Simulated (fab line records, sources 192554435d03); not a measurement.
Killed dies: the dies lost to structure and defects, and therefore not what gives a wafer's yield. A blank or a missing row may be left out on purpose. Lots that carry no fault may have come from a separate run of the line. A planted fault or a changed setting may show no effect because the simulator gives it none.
Matching of chambers + flow n5Finfet + rieDiel-02 running N5_MOL_CONTACT_COAG_ETCH_89: 4 sister chambers
The step etches underlayer in N2/H2, target depth 13 nm, time 10.4 s. 4 wafers are shown with their chamber, then 12 later ones without.

WAFERS PAIRED WITH THEIR CHAMBERS
| wafer  | chamber | drypumpMotorCurrentA (A) |
|--------|---------|--------------------------|
| L089.3 | 1       | 5.3                      |
| L089.4 | 0       | 5.5                      |
| L090.3 | 3       | 6.4                      |
| L090.6 | 2       | 4.7                      |

WAFERS MISSING THEIR CHAMBER
| wafer  | drypumpMotorCurrentA (A) |
|--------|--------------------------|
| L091.1 | 5.5                      |
| L091.2 | 4.7                      |
| L091.3 | 6.5                      |
| L091.4 | 5.3                      |
| L091.5 | 4.7                      |
| L091.6 | 6.5                      |
| L093.1 | 4.7                      |
| L093.2 | 6.4                      |
| L093.6 | 5.3                      |
| L095.1 | 5.3                      |
| L095.3 | 4.7                      |
| L095.5 | 5.3                      |

CHAMBER TAKEN BY EACH
| wafer  | from the rows above | in truth |
|--------|---------------------|----------|
| L091.1 | 0                   | 0        |
| L091.2 | 2                   | 2        |
| L091.3 | 3                   | 3        |
| L091.4 | 1                   | 1        |
| L091.5 | 2                   | 2        |
| L091.6 | 3                   | 3        |
| L093.1 | 2                   | 2        |
| L093.2 | 3                   | 3        |
| L093.6 | 1                   | 1        |
| L095.1 | 1                   | 1        |
| L095.3 | 2                   | 2        |
| L095.5 | 1                   | 1        |
12 of 12 placed correctly. Can't be placed from these rows: 0. Placed wrongly: 0.
How it was worked out, from the rows above alone: a wafer's distance from a chamber is the root of the sum, over the readings, of the square of ((its reading less the chamber's mean) divided by the reading's scatter). If the next closest chamber is less than 2 further off than the closest, the wafer can't be placed; otherwise it belongs to the closest. Each chamber's mean is taken over the wafers shown for it. The scatter (one wafer shown for each chamber): square how far every hidden wafer sits from the nearest shown wafer, average those squares and take the square root.
